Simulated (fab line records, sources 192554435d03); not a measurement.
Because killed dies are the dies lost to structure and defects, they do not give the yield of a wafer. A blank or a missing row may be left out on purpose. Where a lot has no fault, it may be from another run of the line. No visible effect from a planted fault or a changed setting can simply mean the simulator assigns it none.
Chamber matching    flow n5Finfet    4 sister chambers for N5_BEOL_M5_ETCH_62 on rieDiel-06
The step etches SOC in N2/H2, target depth 75 nm, overetch 15 nm, time 112.5 s. 16 wafers are shown with their chamber, then 8 later ones without.

== WAFERS, EACH WITH ITS CHAMBER ==
wafer   chamber  drypumpMotorCurrentA (A)  showerheadPlenumPTorr (Torr)  throttleValvePct (%)
L074.4  0        5.9                       2.65                          18.1
L074.5  0        5.9                       2.65                          18.1
L074.6  1        5.4                       2.56                          17.1
L076.2  3        5.2                       2.44                          18.0
L076.3  2        6.2                       2.48                          17.8
L076.4  1        5.4                       2.56                          17.1
L077.3  2        6.1                       2.47                          17.8
L077.4  1        5.4                       2.56                          17.2
L077.5  3        5.2                       2.44                          18.0
L079.1  1        5.4                       2.55                          17.2
L079.3  2        6.2                       2.47                          17.8
L079.4  3        5.2                       2.44                          18.0
L087.1  2        6.2                       2.47                          17.8
L087.5  0        5.9                       2.64                          18.2
L087.6  1        5.4                       2.55                          17.2
L092.1  2        6.2                       2.46                          17.8

SIGNATURES, as means of the wafers listed above
reading                chamber 0  chamber 1  chamber 2  chamber 3  scatter within a chamber
drypumpMotorCurrentA   5.900      5.400      6.180      5.200      0.0258
showerheadPlenumPTorr  2.6467     2.5560     2.4700     2.4400     0.00568
throttleValvePct       18.133     17.160     17.800     18.000     0.0394
Rule: for a wafer and a chamber, the distance is found by dividing, reading by reading, the gap between the wafer's reading and the chamber's mean by the reading's scatter, squaring, summing and taking the root. If the next closest chamber is less than 2 further off than the closest, the wafer can't be placed; otherwise it belongs to the closest. The scatter: the root of (the sum of the squares of (reading less its chamber's mean) over the shown wafers, divided by (wafers less chambers)).

== WAFERS WHOSE CHAMBER IS MISSING ==
wafer   drypumpMotorCurrentA (A)  showerheadPlenumPTorr (Torr)  throttleValvePct (%)
L092.4  5.4                       2.54                          17.2
L092.6  6.2                       2.46                          17.8
L095.1  5.9                       2.63                          18.2
L095.5  5.2                       2.43                          18.1
L095.6  6.2                       2.46                          17.8
L096.1  5.5                       2.54                          17.2
L096.2  5.9                       2.63                          18.2
L096.4  5.2                       2.43                          18.1

== EACH ONE'S CHAMBER ==
wafer   from the rows above  in truth
L092.4  1                    1
L092.6  2                    2
L095.1  0                    0
L095.5  3                    3
L095.6  2                    2
L096.1  1                    1
L096.2  0                    0
L096.4  3                    3
Correctly placed: 8 of 8. Can't be placed from these rows: 0. Number placed wrongly: 0.
